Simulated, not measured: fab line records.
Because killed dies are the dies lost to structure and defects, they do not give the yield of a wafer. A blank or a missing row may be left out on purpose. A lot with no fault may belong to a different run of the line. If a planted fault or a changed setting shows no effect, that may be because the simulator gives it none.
Chamber matching	flow nandHarc	NHARC_A_WL_FILL_ALD_10 on aldHk-02: 4 sister chambers
The step deposits SiO2, target thk 50 nm, pulse time 10 s, ald cycles 500. 20 wafers are shown with their chamber, then 10 later ones without.

WAFERS, EACH WITH ITS CHAMBER
wafer	chamber	heaterPowerOuterW (W)	heaterPowerW (W)	precursorPulseHeightRel
L074.1	3	241	448	1.004
L074.3	2	307	481	0.993
L074.4	0	268	489	0.980
L075.1	0	272	500	1.032
L075.3	3	242	447	0.977
L075.5	1	219	398	1.020
L076.4	1	229	394	1.010
L076.2	0	269	498	0.989
L076.5	1	224	412	1.002
L080.1	1	227	403	1.050
L080.4	0	266	488	1.000
L080.5	2	309	509	0.976
L082.4	2	310	519	0.995
L082.5	0	267	491	1.042
L082.6	3	254	457	1.006
L084.3	1	223	396	1.011
L084.4	0	270	492	1.007
L084.6	1	218	414	0.997
L087.2	3	255	475	0.992
L087.3	1	221	411	1.000

SIGNATURES (means of the wafers above)
reading	chamber 0	chamber 1	chamber 2	chamber 3	scatter within a chamber
heaterPowerOuterW	268.67	223.00	308.67	248.00	4.3
heaterPowerW	493.00	404.00	503.00	456.75	10.6
precursorPulseHeightRel	1.00833	1.01286	0.98800	0.99475	0.0188
Rule: for each reading, subtract the chamber's mean from the wafer's reading, divide by that reading's scatter and square the result; add these up over the readings and take the root, which gives the wafer's distance from the chamber. If the next closest chamber is less than 2 further off than the closest, the wafer can't be placed; otherwise it belongs to the closest. How the scatter is found: for the shown wafers, subtract from each reading the mean of its chamber, square and add these, divide the total by (wafers less chambers), then take the root.

WAFERS WITH NO CHAMBER GIVEN
wafer	heaterPowerOuterW (W)	heaterPowerW (W)	precursorPulseHeightRel
L087.5	268	485	0.986
L088.3	219	411	1.002
L088.4	313	511	1.007
L088.1	261	486	1.014
L090.2	274	501	1.018
L090.4	249	468	1.025
L090.5	276	484	1.029
L093.2	318	518	1.011
L093.4	250	472	1.004
L093.6	327	513	0.993

WHICH CHAMBER EACH ONE RAN IN
wafer	from the rows above	in truth
L087.5	0	0
L088.3	1	1
L088.4	2	2
L088.1	0	0
L090.2	0	0
L090.4	3	3
L090.5	0	0
L093.2	2	2
L093.4	3	3
L093.6	2	2
Placed correctly: 10 of 10. Not placeable from these rows: 0. 0 placed wrongly.
